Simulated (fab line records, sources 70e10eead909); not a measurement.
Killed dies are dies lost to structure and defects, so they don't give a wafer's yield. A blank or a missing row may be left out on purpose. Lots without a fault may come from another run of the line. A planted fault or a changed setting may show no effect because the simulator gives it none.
Which tool did it? | flow nand_harc | 24 lots, 72 wafers sampled, at 6 steps of a route of 1159

WHAT THE GAUGES READ, wafer by wafer
The record holds no reading of a measuring or inspecting step that can be judged against a usual standard deviation.

WHICH TOOL RAN EACH LOT (tool, then ch and the chambers of the sampled wafers, then the start)
lot  | NHARC_A_CONTACT_ETCH_76                       | NHARC_A_CONTACT_ETCH_132             | NHARC_A_CONTACT_ETCH_91            | NHARC_A_CONTACT_DEP_84        | NHARC_A_CONTACT_ETCH_135             | NHARC_A_BLC_ALD_23
L074 | rie_diel-04 ch 2,3, day 17 02:41 or earlier   | har_cap_etch-03 ch 0,1, day 17 02:41 | rie_diel-13 ch 1,2, day 17 03:23   | acl_dep-02 ch 0, day 17 04:34 | har_cap_etch-01 ch 0,1, day 17 07:58 | ald_metal-02 ch 0,2,3, day 18 04:11
L075 | rie_diel-04 ch 0,1, day 18 09:29 or earlier   | har_cap_etch-01 ch 0,1, day 18 09:29 | rie_diel-04 ch 1,2,3, day 18 10:10 | acl_dep-02 ch 0, day 18 12:25 | har_cap_etch-03 ch 0,1, day 18 15:38 | ald_metal-02 ch 1,2, day 19 00:33
L076 | rie_diel-13 ch 0,2,3, day 18 14:29 or earlier | har_cap_etch-02 ch 0,1, day 18 14:29 | rie_diel-04 ch 0,2,3, day 18 15:11 | acl_dep-01 ch 0, day 18 16:22 | har_cap_etch-03 ch 0,1, day 18 19:43 | ald_metal-03 ch 0,1,2, day 19 01:41
L077 | rie_diel-04 ch 0,1,2, day 18 20:28 or earlier | har_cap_etch-02 ch 0,1, day 18 20:28 | rie_diel-11 ch 0,2,3, day 18 21:12 | acl_dep-01 ch 0, day 18 22:20 | har_cap_etch-02 ch 0,1, day 19 01:44 | ald_metal-02 ch 0,1,2, day 19 07:44
L079 | rie_diel-13 ch 1,2, day 19 02:14 or earlier   | har_cap_etch-03 ch 0,1, day 19 02:14 | rie_diel-04 ch 1,2, day 19 02:55   | acl_dep-01 ch 0, day 19 04:41 | har_cap_etch-02 ch 0,1, day 19 07:32 | ald_metal-02 ch 1,2,3, day 19 23:46
L078 | rie_diel-11 ch 1,3, day 19 07:37 or earlier   | har_cap_etch-01 ch 0,1, day 19 07:37 | rie_diel-04 ch 0,1,3, day 19 08:22 | acl_dep-02 ch 0, day 19 09:36 | har_cap_etch-03 ch 0,1, day 19 12:59 | ald_metal-03 ch 0,2, day 20 05:53
L082 | rie_diel-04 ch 0,3, day 20 23:50 or earlier   | har_cap_etch-02 ch 0,1, day 20 23:50 | rie_diel-11 ch 1,2, day 21 00:34   | acl_dep-02 ch 0, day 21 12:39 | har_cap_etch-03 ch 0,1, day 21 15:52 | ald_metal-01 ch 0,3, day 22 08:01
L083 | rie_diel-13 ch 0,1, day 21 01:02 or earlier   | har_cap_etch-03 ch 0,1, day 21 01:02 | rie_diel-04 ch 0,2, day 21 01:43   | acl_dep-03 ch 0, day 21 13:05 | har_cap_etch-01 ch 0,1, day 21 16:02 | ald_metal-03 ch 2,3, day 22 06:56
L084 | rie_diel-04 ch 2,3, day 21 09:34 or earlier   | har_cap_etch-03 ch 0,1, day 21 09:34 | rie_diel-13 ch 2,3, day 21 10:16   | acl_dep-02 ch 0, day 21 21:53 | har_cap_etch-03 ch 0,1, day 22 01:15 | ald_metal-02 ch 0,3, day 22 08:44
L088 | rie_diel-13 ch 0,3, day 21 10:20 or earlier   | har_cap_etch-01 ch 0,1, day 21 10:20 | rie_diel-04 ch 0,1,2, day 21 11:03 | acl_dep-01 ch 0, day 21 22:16 | har_cap_etch-01 ch 0,1, day 22 01:26 | ald_metal-03 ch 0,2,3, day 22 09:41
L080 | rie_diel-04 ch 0,2,3, day 21 19:12 or earlier | har_cap_etch-03 ch 0,1, day 21 19:12 | rie_diel-13 ch 0,1,2, day 21 19:55 | acl_dep-02 ch 0, day 22 05:02 | har_cap_etch-01 ch 0,1, day 22 08:27 | ald_metal-02 ch 1,2,3, day 22 14:56
L085 | rie_diel-13 ch 2,3, day 21 19:07 or earlier   | har_cap_etch-02 ch 0,1, day 21 19:07 | rie_diel-13 ch 0,1, day 21 19:47   | acl_dep-03 ch 0, day 22 04:40 | har_cap_etch-02 ch 0,1, day 22 07:20 | ald_metal-03 ch 0,1, day 22 14:03
L081 | rie_diel-13 ch 0,2,3, day 22 04:17 or earlier | har_cap_etch-02 ch 0,1, day 22 04:17 | rie_diel-13 ch 0,1,3, day 22 05:02 | acl_dep-03 ch 0, day 22 10:22 | har_cap_etch-02 ch 0,1, day 22 13:36 | ald_metal-03 ch 0,2,3, day 23 03:52
L086 | rie_diel-04 ch 0,1,2, day 22 10:52 or earlier | har_cap_etch-02 ch 0,1, day 22 10:52 | rie_diel-11 ch 1,2, day 22 11:34   | acl_dep-01 ch 0, day 22 14:50 | har_cap_etch-01 ch 1, day 22 18:03   | ald_metal-01 ch 0,1,3, day 23 09:03
L087 | rie_diel-11 ch 0,1,3, day 22 12:40 or earlier | har_cap_etch-01 ch 0,1, day 22 12:40 | rie_diel-04 ch 0,1,2, day 22 13:19 | acl_dep-03 ch 0, day 22 17:37 | har_cap_etch-01 ch 0,1, day 22 20:55 | ald_metal-03 ch 0,1, day 23 13:22
L089 | rie_diel-13 ch 0,2,3, day 22 14:23 or earlier | har_cap_etch-03 ch 0,1, day 22 14:23 | rie_diel-04 ch 0,3, day 22 15:08   | acl_dep-02 ch 0, day 22 17:31 | har_cap_etch-02 ch 0,1, day 22 20:40 | ald_metal-03 ch 1,2,3, day 23 10:43
L091 | rie_diel-04 ch 0,1,3, day 22 16:29 or earlier | har_cap_etch-01 ch 0,1, day 22 16:29 | rie_diel-04 ch 1,2,3, day 22 17:11 | acl_dep-01 ch 0, day 22 18:22 | har_cap_etch-03 ch 0,1, day 22 21:56 | ald_metal-01 ch 1,2,3, day 23 15:07
L090 | rie_diel-13 ch 1,2, day 22 17:04 or earlier   | har_cap_etch-02 ch 0,1, day 22 17:04 | rie_diel-13 ch 0,1,2, day 22 17:47 | acl_dep-03 ch 0, day 22 19:26 | har_cap_etch-02 ch 0,1, day 22 22:56 | ald_metal-03 ch 0,1,2, day 23 15:10
L092 | rie_diel-04 ch 2,3, day 22 18:35 or earlier   | har_cap_etch-03 ch 0,1, day 22 18:35 | rie_diel-11 ch 0,1,3, day 22 19:19 | acl_dep-02 ch 0, day 22 22:16 | har_cap_etch-01 ch 0,1, day 23 01:20 | ald_metal-01 ch 0,1,3, day 23 20:07
L094 | rie_diel-13 ch 1,2,3, day 23 19:41 or earlier | har_cap_etch-02 ch 0,1, day 23 19:41 | rie_diel-13 ch 0,1,3, day 23 20:38 | acl_dep-02 ch 0, day 23 22:19 | har_cap_etch-01 ch 0,1, day 24 02:51 | ald_metal-03 ch 0,1, day 24 13:47
L093 | rie_diel-04 ch 1,3, day 23 21:56 or earlier   | har_cap_etch-01 ch 0,1, day 23 21:56 | rie_diel-04 ch 0,2, day 23 22:47   | acl_dep-01 ch 0, day 24 01:10 | har_cap_etch-02 ch 0,1, day 24 04:29 | ald_metal-02 ch 1,3, day 24 14:21
L097 | rie_diel-04 ch 0,2,3, day 24 00:08 or earlier | har_cap_etch-01 ch 0,1, day 24 00:08 | rie_diel-04 ch 0,3, day 24 00:55   | acl_dep-02 ch 0, day 24 03:37 | har_cap_etch-01 ch 0,1, day 24 07:31 | ald_metal-02 ch 0,3, day 24 17:44
L096 | rie_diel-04 ch 1,2, day 24 01:17 or earlier   | har_cap_etch-02 ch 0,1, day 24 01:17 | rie_diel-04 ch 0,3, day 24 01:59   | acl_dep-03 ch 0, day 24 03:37 | har_cap_etch-01 ch 0,1, day 24 08:23 | ald_metal-01 ch 2,3, day 24 18:27
L095 | rie_diel-04 ch 0,3, day 24 10:40 or earlier   | har_cap_etch-02 ch 0,1, day 24 10:40 | rie_diel-11 ch 1,2, day 24 11:22   | acl_dep-01 ch 0, day 24 13:24 | har_cap_etch-02 ch 0,1, day 24 16:58 | ald_metal-01 ch 0,2,3, day 25 00:06
- NHARC_A_CONTACT_ETCH_76: etches the open film in N2/H2, target depth 260 nm, time 475.3 s.
- NHARC_A_CONTACT_ETCH_132: etches the open film in C4F8/O2/Ar, time 156 s, target depth 958 nm.
- NHARC_A_CONTACT_ETCH_91: etches the open film in CH3F/O2, target depth 40 nm, time 85.7 s.
- NHARC_A_CONTACT_DEP_84: deposits aC, target thk 2000 nm.
- NHARC_A_CONTACT_ETCH_135: etches the open film in C4F8/O2/Ar, time 132 s, target depth 1287 nm.
- NHARC_A_BLC_ALD_23: deposits TiN, target thk 3 nm, pulse time 1 s, ald cycles 150.

WHAT THE TOOLS THEMSELVES READ (means of the sampled wafers that have a number; where no wafer has one, the mark that the record gives instead)
NHARC_A_CONTACT_ETCH_76.
lot  | tool        | drypump_motor_current_A (A) | n2_flow_sccm (sccm) | oes_product_au (a.u.) | rf_vpp_V (V) | showerhead_plenum_p_Torr (Torr) | throttle_valve_pct (%)
L074 | rie_diel-04 | 5.4                         | 150.2               | 0.997                 | 429.4        | 2.02                            | 14.170
L075 | rie_diel-04 | 5.7                         | 149.9               | 0.998                 | 426.8        | 1.94                            | 14.167
L076 | rie_diel-13 | 5.9                         | 150.6               | 0.998                 | 431.3        | 2.06                            | 14.178
L077 | rie_diel-04 | 5.7                         | 150.1               | 0.992                 | 429.8        | 1.98                            | 14.173
L079 | rie_diel-13 | 5.5                         | 149.9               | 1.008                 | 428.2        | 1.95                            | 14.159
L078 | rie_diel-11 | 5.7                         | 150.1               | 1.001                 | 430.0        | 2.02                            | 14.168
L082 | rie_diel-04 | 5.4                         | 150.2               | 1.001                 | 428.2        | 1.95                            | 14.175
L083 | rie_diel-13 | 5.4                         | 149.6               | 1.001                 | 430.3        | 2.03                            | 14.172
L084 | rie_diel-04 | 5.2                         | 151.0               | 1.001                 | 430.4        | 2.03                            | 14.176
L088 | rie_diel-13 | 5.8                         | 150.4               | 0.989                 | 432.1        | 2.10                            | 14.175
L080 | rie_diel-04 | 5.4                         | 149.9               | 0.998                 | 429.2        | 1.98                            | 14.164
L085 | rie_diel-13 | 6.0                         | 150.1               | 1.005                 | 430.0        | 1.99                            | 14.178
L081 | rie_diel-13 | 5.9                         | 149.7               | 1.000                 | 429.6        | 2.05                            | 14.170
L086 | rie_diel-04 | 5.7                         | 150.0               | 0.997                 | 429.0        | 1.97                            | 14.174
L087 | rie_diel-11 | 5.7                         | 150.3               | 1.009                 | 428.4        | 1.97                            | 14.167
L089 | rie_diel-13 | 5.9                         | 149.7               | 0.998                 | 430.1        | 2.05                            | 14.176
L091 | rie_diel-04 | 5.5                         | 150.0               | 0.995                 | 429.4        | 1.99                            | 14.172
L090 | rie_diel-13 | 5.5                         | 150.4               | 0.999                 | 428.3        | 1.94                            | 14.178
L092 | rie_diel-04 | 5.2                         | 150.0               | 1.005                 | 429.7        | 2.03                            | 14.164
L094 | rie_diel-13 | 5.9                         | 149.8               | 1.002                 | 429.8        | 2.01                            | 14.167
L093 | rie_diel-04 | 5.5                         | 150.3               | 0.995                 | 429.8        | 2.02                            | 14.169
L097 | rie_diel-04 | 5.4                         | 150.0               | 0.996                 | 429.4        | 1.98                            | 14.166
L096 | rie_diel-04 | 5.8                         | 150.1               | 1.000                 | 430.1        | 2.01                            | 14.168
L095 | rie_diel-04 | 5.1                         | 150.4               | 0.991                 | 428.8        | 1.99                            | 14.174

NHARC_A_CONTACT_ETCH_91.
lot  | tool        | drypump_motor_current_A (A) | oes_product_au (a.u.) | rf_vpp_V (V) | showerhead_plenum_p_Torr (Torr) | throttle_valve_pct (%)
L074 | rie_diel-13 | 5.6                         | 1.01                  | 242.1        | 2.33                            | 20.667
L075 | rie_diel-04 | 5.5                         | 0.92                  | 244.0        | 2.44                            | 20.670
L076 | rie_diel-04 | 5.4                         | 0.98                  | 244.2        | 2.39                            | 20.656
L077 | rie_diel-11 | 5.7                         | 1.01                  | 242.8        | 2.36                            | 20.668
L079 | rie_diel-04 | 5.7                         | 0.92                  | 243.2        | 2.43                            | 20.660
L078 | rie_diel-04 | 5.5                         | 0.99                  | 242.8        | 2.40                            | 20.660
L082 | rie_diel-11 | 5.7                         | 0.93                  | 244.4        | 2.43                            | 20.669
L083 | rie_diel-04 | 5.6                         | 0.99                  | 243.8        | 2.38                            | 20.666
L084 | rie_diel-13 | 6.0                         | 0.92                  | 243.8        | 2.40                            | 20.666
L088 | rie_diel-04 | 5.7                         | 1.01                  | 243.1        | 2.39                            | 20.659
L080 | rie_diel-13 | 5.5                         | 0.93                  | 243.8        | 2.38                            | 20.668
L085 | rie_diel-13 | 5.4                         | 0.94                  | 244.8        | 2.41                            | 20.658
L081 | rie_diel-13 | 5.8                         | 0.93                  | 244.9        | 2.49                            | 20.656
L086 | rie_diel-11 | 5.8                         | 1.00                  | 244.4        | 2.41                            | 20.657
L087 | rie_diel-04 | 5.7                         | 1.00                  | 243.5        | 2.38                            | 20.668
L089 | rie_diel-04 | 5.4                         | 0.99                  | 242.8        | 2.35                            | 20.660
L091 | rie_diel-04 | 5.4                         | 0.92                  | 243.6        | 2.43                            | 20.663
L090 | rie_diel-13 | 5.5                         | 0.93                  | 243.9        | 2.38                            | 20.654
L092 | rie_diel-11 | 5.6                         | 0.93                  | 243.0        | 2.37                            | 20.657
L094 | rie_diel-13 | 5.8                         | 0.92                  | 245.3        | 2.49                            | 20.670
L093 | rie_diel-04 | 5.7                         | 0.92                  | 243.2        | 2.37                            | 20.670
L097 | rie_diel-04 | 5.2                         | 0.93                  | 242.8        | 2.41                            | 20.659
L096 | rie_diel-04 | 5.1                         | 0.92                  | 243.5        | 2.41                            | 20.664
L095 | rie_diel-11 | 5.8                         | 1.00                  | 243.9        | 2.40                            | 20.653

NHARC_A_CONTACT_DEP_84.
lot  | tool       | throttle_valve_pct (%)
L074 | acl_dep-02 | 34.999
L075 | acl_dep-02 | 35.002
L076 | acl_dep-01 | 35.008
L077 | acl_dep-01 | 34.997
L079 | acl_dep-01 | 34.993
L078 | acl_dep-02 | 35.001
L082 | acl_dep-02 | 34.995
L083 | acl_dep-03 | 35.001
L084 | acl_dep-02 | 34.999
L088 | acl_dep-01 | 34.999
L080 | acl_dep-02 | 34.992
L085 | acl_dep-03 | 35.004
L081 | acl_dep-03 | 35.006
L086 | acl_dep-01 | 34.994
L087 | acl_dep-03 | 34.998
L089 | acl_dep-02 | 35.003
L091 | acl_dep-01 | 35.008
L090 | acl_dep-03 | 34.999
L092 | acl_dep-02 | 34.998
L094 | acl_dep-02 | 34.999
L093 | acl_dep-01 | 34.990
L097 | acl_dep-02 | 34.997
L096 | acl_dep-03 | 35.004
L095 | acl_dep-01 | 34.998

NHARC_A_BLC_ALD_23.
lot  | tool         | heater_power_w (W) | precursor_pulse_height_rel
L074 | ald_metal-02 | 1119               | 1.001
L075 | ald_metal-02 | 1088               | 1.001
L076 | ald_metal-03 | 1059               | 1.009
L077 | ald_metal-02 | 1073               | 1.023
L079 | ald_metal-02 | 1134               | 1.011
L078 | ald_metal-03 | 979                | 0.990
L082 | ald_metal-01 | 1159               | 1.003
L083 | ald_metal-03 | 988                | 1.000
L084 | ald_metal-02 | 1107               | 0.981
L088 | ald_metal-03 | 949                | 1.009
L080 | ald_metal-02 | 1132               | 0.990
L085 | ald_metal-03 | 1009               | 1.003
L081 | ald_metal-03 | 974                | 1.004
L086 | ald_metal-01 | 1106               | 1.010
L087 | ald_metal-03 | 1007               | 1.000
L089 | ald_metal-03 | 1083               | 1.024
L091 | ald_metal-01 | 1132               | 0.990
L090 | ald_metal-03 | 1034               | 0.978
L092 | ald_metal-01 | 1119               | 0.997
L094 | ald_metal-03 | 1124               | 0.987
L093 | ald_metal-02 | 1098               | 0.997
L097 | ald_metal-02 | 1104               | 1.003
L096 | ald_metal-01 | 1185               | 0.989
L095 | ald_metal-01 | 1225               | 1.004

THE ANSWER, worked out from the rows above alone
Rule: what is usual is taken from the lots themselves. Put in order of their means at a reading, lots are off if they are a third of the lots or fewer, leave a main group of 4 or more, and stand apart from it by a gap of 3 or more times the standard deviation of the main group's means; of several such gaps the widest counts. A main group whose means are all the same, to the digits that the tables above print for the reading, isn't used. A lot without any number at a reading at which 4 lots or more have one is off too. The other lots that the step has rows for count as sound. The gauges are gone through in route order, then the tools' own readings, and for those a lot's mean is taken as printed above. The first step at which some lot is off is used, and at that step the reading that is off furthest; a lot without a number counts as furthest.
No lot is off at any reading shown: from this, nothing can be told.

WHAT THE SIMULATOR HAD PUT IN
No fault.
